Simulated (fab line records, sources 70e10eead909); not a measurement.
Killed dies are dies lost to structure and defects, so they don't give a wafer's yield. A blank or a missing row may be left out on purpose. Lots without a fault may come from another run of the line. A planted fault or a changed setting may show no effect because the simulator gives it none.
Which tool did it? | flow nand_harc | 24 lots, 72 wafers sampled, at 6 steps of a route of 1302

WHAT THE GAUGES READ, wafer by wafer
NHARC_A_CONTACT_INSPECT_10.
lot  | measured     | on                | raw_defect_count
L074 | day 21 15:17 | defect_inspect-02 | 60 71 64
L076 | day 23 03:16 | defect_inspect-01 | 100 101 99
L075 | day 23 05:36 | defect_inspect-02 | 109 118 114
L077 | day 23 09:44 | defect_inspect-01 | 26 18 18
L078 | day 23 16:40 | defect_inspect-02 | 96 103 111
L079 | day 24 09:39 | defect_inspect-02 | 65 64 67
L080 | day 25 07:19 | defect_inspect-01 | 74 83 69
L081 | day 25 22:50 | defect_inspect-01 | 137 153 137
L082 | day 26 00:41 | defect_inspect-02 | 25 32 23
L085 | day 27 01:50 | defect_inspect-02 | 79 67 67
L084 | day 27 07:37 | defect_inspect-01 | 88 91 86
L083 | day 27 11:01 | defect_inspect-01 | 12 19 14
L087 | day 27 13:40 | defect_inspect-02 | 109 78 97
L086 | day 27 20:30 | defect_inspect-01 | 141 111 116
L088 | day 28 02:26 | defect_inspect-02 | 91 75 90
L090 | day 28 03:19 | defect_inspect-01 | 100 119 110
L089 | day 28 10:16 | defect_inspect-01 | 54 64 65
L091 | day 29 08:49 | defect_inspect-02 | 31 27 29
L092 | day 29 19:16 | defect_inspect-02 | 39 29 25
L093 | day 30 11:02 | defect_inspect-01 | 86 80 76
L094 | day 30 12:26 | defect_inspect-02 | 121 119 118
L096 | day 30 19:43 | defect_inspect-01 | 137 112 124
L095 | day 30 23:30 | defect_inspect-01 | 18 10 15
L097 | day 32 14:50 | defect_inspect-01 | 50 53 51

NHARC_A_M0_CD_MEAS_09: target cd 80 nm.
lot  | measured     | on        | cd_nm (nm)
L074 | day 22 02:15 | cd_sem-01 | 80.3 80.5 80.5
L076 | day 23 14:03 | cd_sem-02 | 80.1 79.9 80.3
L075 | day 23 15:59 | cd_sem-01 | 78.1 79.3 79.7
L077 | day 23 20:26 | cd_sem-03 | 80.1 81.0 79.8
L078 | day 24 03:30 | cd_sem-01 | 79.5 79.9 79.6
L079 | day 24 19:53 | cd_sem-01 | 79.0 79.9 80.4
L080 | day 25 17:44 | cd_sem-02 | 80.3 81.0 79.7
L081 | day 26 08:55 | cd_sem-02 | 80.6 80.0 81.2
L082 | day 26 10:55 | cd_sem-01 | 79.9 80.3 79.3
L085 | day 27 12:03 | cd_sem-02 | 78.8 79.0 79.5
L084 | day 27 17:37 | cd_sem-03 | 80.2 79.6 79.4
L083 | day 27 22:03 | cd_sem-02 | 80.1 79.3 80.5
L087 | day 28 00:37 | cd_sem-02 | 80.9 79.7 80.0
L086 | day 28 06:44 | cd_sem-02 | 79.2 80.0 79.8
L088 | day 28 12:53 | cd_sem-03 | 80.3 80.8 80.4
L090 | day 28 13:55 | cd_sem-01 | 79.6 79.4 79.5
L089 | day 28 20:35 | cd_sem-03 | 79.9 81.2 80.5
L091 | day 29 21:53 | cd_sem-02 | 80.6 80.5 81.6
L092 | day 30 06:32 | cd_sem-03 | 80.3 79.4 80.0
L093 | day 30 21:16 | cd_sem-02 | 80.6 80.9 81.6
L094 | day 30 23:13 | cd_sem-02 | 80.4 80.3 80.7
L096 | day 31 05:51 | cd_sem-01 | 81.0 80.9 80.6
L095 | day 31 09:47 | cd_sem-02 | 79.7 78.6 79.5
L097 | day 33 02:38 | cd_sem-02 | 80.2 80.3 81.7

WHICH TOOL RAN EACH LOT (tool, then ch and the chambers of the sampled wafers, then the start)
lot  | NHARC_A_CONTACT_ETCH_131             | NHARC_A_CONTACT_ETCH_133             | NHARC_A_CONTACT_ETCH_139             | NHARC_A_BLC_STRIP_29
L074 | har_cap_etch-03 ch 0,1, day 21 08:44 | har_cap_etch-03 ch 0,1, day 21 09:06 | har_cap_etch-02 ch 0,1, day 21 17:47 | rie_diel-12 ch 0,1,3, day 21 22:52
L076 | har_cap_etch-03 ch 0,1, day 22 21:14 | har_cap_etch-03 ch 0,1, day 22 21:36 | har_cap_etch-02 ch 0,1, day 23 06:10 | rie_diel-09 ch 0,1,3, day 23 11:16
L075 | har_cap_etch-02 ch 0,1, day 22 22:43 | har_cap_etch-02 ch 0,1, day 22 23:17 | har_cap_etch-01 ch 0,1, day 23 08:14 | rie_diel-08 ch 1,3, day 23 13:05
L077 | har_cap_etch-03 ch 0,1, day 23 04:50 | har_cap_etch-03 ch 0,1, day 23 05:14 | har_cap_etch-02 ch 0,1, day 23 12:41 | rie_diel-12 ch 0,1,3, day 23 17:38
L078 | har_cap_etch-03 ch 0,1, day 23 11:43 | har_cap_etch-03 ch 0,1, day 23 12:07 | har_cap_etch-03 ch 0,1, day 23 19:20 | rie_diel-12 ch 0,1, day 24 00:47
L079 | har_cap_etch-02 ch 0,1, day 24 03:26 | har_cap_etch-02 ch 0,1, day 24 03:52 | har_cap_etch-03 ch 0,1, day 24 12:13 | rie_diel-12 ch 0,1, day 24 17:05
L080 | har_cap_etch-02 ch 0,1, day 24 23:27 | har_cap_etch-02 ch 0,1, day 24 23:48 | har_cap_etch-02 ch 0,1, day 25 09:48 | rie_diel-12 ch 0,1,2, day 25 14:56
L081 | har_cap_etch-01 ch 0, day 25 18:05   | har_cap_etch-01 ch 0, day 25 18:28   | har_cap_etch-02 ch 0,1, day 26 01:19 | rie_diel-08 ch 1,2, day 26 06:14
L082 | har_cap_etch-03 ch 0,1, day 25 19:36 | har_cap_etch-03 ch 0,1, day 25 20:04 | har_cap_etch-01 ch 0,1, day 26 03:17 | rie_diel-12 ch 0,3, day 26 08:06
L085 | har_cap_etch-02 ch 0,1, day 26 18:26 | har_cap_etch-02 ch 0,1, day 26 18:47 | har_cap_etch-01 ch 0,1, day 27 04:18 | rie_diel-12 ch 0,2,3, day 27 09:15
L084 | har_cap_etch-03 ch 0,1, day 26 20:02 | har_cap_etch-03 ch 0,1, day 26 20:26 | har_cap_etch-01 ch 0,1, day 27 10:08 | rie_diel-08 ch 1,2,3, day 27 14:55
L083 | har_cap_etch-02 ch 0,1, day 26 22:41 | har_cap_etch-02 ch 0,1, day 26 23:02 | har_cap_etch-03 ch 0,1, day 27 13:32 | rie_diel-08 ch 0,3, day 27 19:15
L087 | har_cap_etch-03 ch 0,1, day 26 23:11 | har_cap_etch-03 ch 0,1, day 26 23:35 | har_cap_etch-02 ch 0,1, day 27 16:19 | rie_diel-12 ch 2,3, day 27 21:46
L086 | har_cap_etch-01 ch 0,1, day 27 12:07 | har_cap_etch-01 ch 0,1, day 27 12:28 | har_cap_etch-01 ch 0,1, day 27 22:58 | rie_diel-08 ch 0,2,3, day 28 04:02
L088 | har_cap_etch-03 ch 0,1, day 27 21:41 | har_cap_etch-03 ch 0,1, day 27 22:05 | har_cap_etch-01 ch 0,1, day 28 05:01 | rie_diel-12 ch 1,2,3, day 28 10:02
L090 | har_cap_etch-02 ch 0, day 27 22:24   | har_cap_etch-02 ch 0, day 27 22:45   | har_cap_etch-02 ch 0, day 28 05:56   | rie_diel-08 ch 1,2, day 28 11:11
L089 | har_cap_etch-03 ch 0,1, day 28 04:36 | har_cap_etch-03 ch 0,1, day 28 05:02 | har_cap_etch-01 ch 0,1, day 28 12:51 | rie_diel-12 ch 1,3, day 28 17:44
L091 | har_cap_etch-02 ch 0, day 29 03:56   | har_cap_etch-02 ch 0, day 29 04:20   | har_cap_etch-03 ch 0,1, day 29 11:20 | rie_diel-12 ch 0,3, day 29 19:02
L092 | har_cap_etch-02 ch 0,1, day 29 14:10 | har_cap_etch-02 ch 0,1, day 29 14:31 | har_cap_etch-02 ch 0,1, day 29 21:43 | rie_diel-12 ch 0,1,3, day 30 03:07
L093 | har_cap_etch-02 ch 0,1, day 30 05:41 | har_cap_etch-02 ch 0,1, day 30 06:02 | har_cap_etch-03 ch 0,1, day 30 13:31 | rie_diel-12 ch 1,2,3, day 30 18:29
L094 | har_cap_etch-01 ch 0,1, day 30 07:28 | har_cap_etch-01 ch 0,1, day 30 07:49 | har_cap_etch-01 ch 0,1, day 30 15:29 | rie_diel-12 ch 0,1,3, day 30 20:25
L096 | har_cap_etch-02 ch 0,1, day 30 14:53 | har_cap_etch-02 ch 0,1, day 30 15:19 | har_cap_etch-02 ch 0,1, day 30 22:16 | rie_diel-12 ch 0,3, day 31 03:02
L095 | har_cap_etch-03 ch 0,1, day 30 18:43 | har_cap_etch-03 ch 0,1, day 30 19:04 | har_cap_etch-01 ch 0,1, day 31 01:59 | rie_diel-12 ch 0,1,3, day 31 06:58
L097 | har_cap_etch-03 ch 0,1, day 32 09:10 | har_cap_etch-03 ch 0,1, day 32 09:34 | har_cap_etch-01 ch 0,1, day 32 17:59 | rie_diel-12 ch 1,2,3, day 32 23:50
- NHARC_A_CONTACT_ETCH_131: etches the open film in C4F8/O2/Ar, time 197 s, target depth 1918 nm.
- NHARC_A_CONTACT_ETCH_133: etches the open film in C4F8/O2/Ar, time 374 s, target depth 1610 nm.
- NHARC_A_CONTACT_ETCH_139: etches the open film in C4F8/O2/Ar, time 195 s, target depth 840 nm.
- NHARC_A_BLC_STRIP_29: strips in CF4.

WHAT THE TOOLS THEMSELVES READ (means of the sampled wafers that have a number; where no wafer has one, the mark that the record gives instead)
NHARC_A_BLC_STRIP_29.
lot  | tool        | drypump_motor_current_A (A) | mfc_ar_sccm (sccm) | oes_product_au (a.u.) | rf_vpp_V (V) | showerhead_plenum_p_Torr (Torr) | throttle_valve_pct (%)
L074 | rie_diel-12 | 6.0                         | 0.000              | 1.009                 | 57.7         | 1.74                            | 13.286
L076 | rie_diel-09 | 5.3                         | 0.006              | 1.001                 | 60.1         | 1.87                            | 13.282
L075 | rie_diel-08 | 5.6                         | 0.007              | 1.004                 | 58.7         | 1.77                            | 13.280
L077 | rie_diel-12 | 6.0                         | 0.000              | 1.002                 | 59.0         | 1.74                            | 13.282
L078 | rie_diel-12 | 6.1                         | 0.000              | 1.007                 | 59.1         | 1.74                            | 13.281
L079 | rie_diel-12 | 6.1                         | 0.000              | 1.013                 | 58.9         | 1.74                            | 13.284
L080 | rie_diel-12 | 5.9                         | 0.000              | 1.003                 | 58.5         | 1.75                            | 13.283
L081 | rie_diel-08 | 5.3                         | 0.017              | 1.011                 | 58.1         | 1.66                            | 13.282
L082 | rie_diel-12 | 6.2                         | 0.000              | 1.003                 | 59.8         | 1.77                            | 13.287
L085 | rie_diel-12 | 5.8                         | 0.000              | 1.001                 | 59.5         | 1.75                            | 13.289
L084 | rie_diel-08 | 5.5                         | 0.012              | 1.006                 | 60.3         | 1.71                            | 13.282
L083 | rie_diel-08 | 5.4                         | 0.005              | 0.998                 | 58.7         | 1.82                            | 13.285
L087 | rie_diel-12 | 5.4                         | 0.000              | 0.997                 | 58.9         | 1.74                            | 13.286
L086 | rie_diel-08 | 5.6                         | 0.007              | 1.002                 | 59.7         | 1.76                            | 13.282
L088 | rie_diel-12 | 5.6                         | 0.000              | 1.000                 | 59.0         | 1.73                            | 13.281
L090 | rie_diel-08 | 5.3                         | 0.017              | 1.015                 | 58.8         | 1.66                            | 13.278
L089 | rie_diel-12 | 5.7                         | 0.000              | 0.998                 | 58.8         | 1.71                            | 13.298
L091 | rie_diel-12 | 5.9                         | 0.000              | 0.998                 | 59.4         | 1.74                            | 13.286
L092 | rie_diel-12 | 6.0                         | 0.000              | 1.006                 | 59.7         | 1.74                            | 13.282
L093 | rie_diel-12 | 5.6                         | 0.000              | 0.994                 | 58.5         | 1.73                            | 13.278
L094 | rie_diel-12 | 5.9                         | 0.000              | 0.998                 | 59.0         | 1.74                            | 13.294
L096 | rie_diel-12 | 6.2                         | 0.000              | 1.003                 | 59.5         | 1.77                            | 13.285
L095 | rie_diel-12 | 6.0                         | 0.000              | 1.000                 | 59.2         | 1.74                            | 13.290
L097 | rie_diel-12 | 5.5                         | 0.000              | 0.994                 | 60.0         | 1.73                            | 13.285

THE ANSWER, worked out from the rows above alone
Rule: what is usual is taken from the lots themselves. Put in order of their means at a reading, lots are off if they are a third of the lots or fewer, leave a main group of 4 or more, and stand apart from it by a gap of 3 or more times the standard deviation of the main group's means; of several such gaps the widest counts. A main group whose means are all the same, to the digits that the tables above print for the reading, isn't used. A lot without any number at a reading at which 4 lots or more have one is off too. The other lots that the step has rows for count as sound. The gauges are gone through in route order, then the tools' own readings, and for those a lot's mean is taken as printed above. The first step at which some lot is off is used, and at that step the reading that is off furthest; a lot without a number counts as furthest.
No lot is off at any reading shown: from this, nothing can be told.

WHAT THE SIMULATOR HAD PUT IN
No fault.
